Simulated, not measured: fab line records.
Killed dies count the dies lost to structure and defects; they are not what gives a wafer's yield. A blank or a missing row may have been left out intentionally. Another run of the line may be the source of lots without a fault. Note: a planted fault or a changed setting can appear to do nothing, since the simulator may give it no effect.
A lot that was struck, set against a sound lot ; flow n5 finfet ; 14 steps out of a route of 1938
Sound: these wafers, L924.1, L924.5, L924.6. The struck wafers were L932.1, L932.2, L932.4. The cause is given at the end.
Each step with rows lists, per side, the tool, then ch with its chambers, then its first start. Under that, the readings that differ: sound wafers ; struck wafers ; difference of the means ; sigmas: that difference in standard deviations of wafers without a fault.
alike: same words and numbers on both sides, and readings whose means sit less than 2 such deviations apart. not compared: any withheld reading, any reading some wafer has no value for, any bound like >300 that may hide the same value, and any number with overlapping values for which the record gives no deviation.
A row with sigmas, a row that says differs or no value, or rows on one side alone: a step with any of these is where the two part. When numbers do not overlap yet have no deviation, they are printed without sigmas and do not part them. A reading that every wafer of one side lacks parts them only if that side has two wafers or more.

N5_BEOL_M9_RS_MEAS_57: measurement is done with a four-point probe.
  sound on film metro-01, day 11 18:12; struck on film metro-01, day 14 11:56
  alike: M9_RS
N5_BEOL_M9_INSPECT_58: inspects for defects (darkfield).
  sound on defect inspect-02, day 11 18:13; struck on defect inspect-02, day 14 11:58
  alike: raw defect count
N5_BEOL_M10_ILD_DEP_00: deposits SiCOH lowk from DEMS/porogen, target thk 308.51 nm, time 58 s.
  sound on pecvd-03 ch 1,2, day 11 18:16; struck on pecvd-03 ch 0,1,2, day 14 12:01
  alike: heater power w, showerhead plenum p Torr, throttle valve pct
  not compared: since wet clean h
N5_BEOL_M10_CURE_71: cures SiCOH lowk, time 240 s.
  sound on uv cure-03 ch 1, day 11 18:20; struck on uv cure-03 ch 1, day 14 12:05
  alike: lamp power pct, wafer_temp_C_max
N5_BEOL_M10_THK_MEAS_01:
  sound on film metro-01, day 11 18:51; struck on film metro-01, day 14 12:36
  alike: M10_ILD_THK
N5_BEOL_M10_PECVD_70: deposits SiO2 from TEOS/O2, target thk 20 nm, time 22.7 s.
  sound on pecvd-03 ch 0,1,2, day 11 18:53; struck on pecvd-04 ch 0,2, day 14 12:38
  alike: heater power w, showerhead plenum p Torr, throttle valve pct
  not compared: since wet clean h
N5_BEOL_M10_HM_DEP_02: deposits TiN, target thk 20 nm.
  sound on pvd sputter-01, day 11 20:05; struck on pvd sputter-02, day 14 13:58
  alike: substrate temp c, throttle valve pct
then, 5 steps without rows for these wafers: N5_BEOL_M10_COAT_59 (time 60 s, resist thk 100 nm); N5_BEOL_M10_COAT_60 (time 60 s, resist thk 30 nm); N5_BEOL_M10_COAT_05 (resist thk 90 nm); N5_BEOL_M10_EBR_07; N5_BEOL_M10_SOFTBAKE_06 (time 60 s).
N5_BEOL_M10_EXPOSE_08: exposes mask M10.
  struck on arfi scanner-02, day 14 14:59; sound on arfi scanner-02 ch 0, day 11 20:27
  no value came back on the struck wafers for dipole opening deg (degrees), exposure dose mJ cm2, focus offset nm (nm); on the sound wafers dipole opening deg (degrees) reads 40 40 40
  alike: mask
then, 1 step without rows for these wafers: N5_BEOL_M10_PEB_09 (peb time 60 s).

WHERE THEY PART
At N5_BEOL_M10_EXPOSE_08 and nowhere else, as far as this record goes.

WHY: the cause the simulator had injected
Whole step skipped at N5_BEOL_M10_EXPOSE_08 on arfi scanner-02, starting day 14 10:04. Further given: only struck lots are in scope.
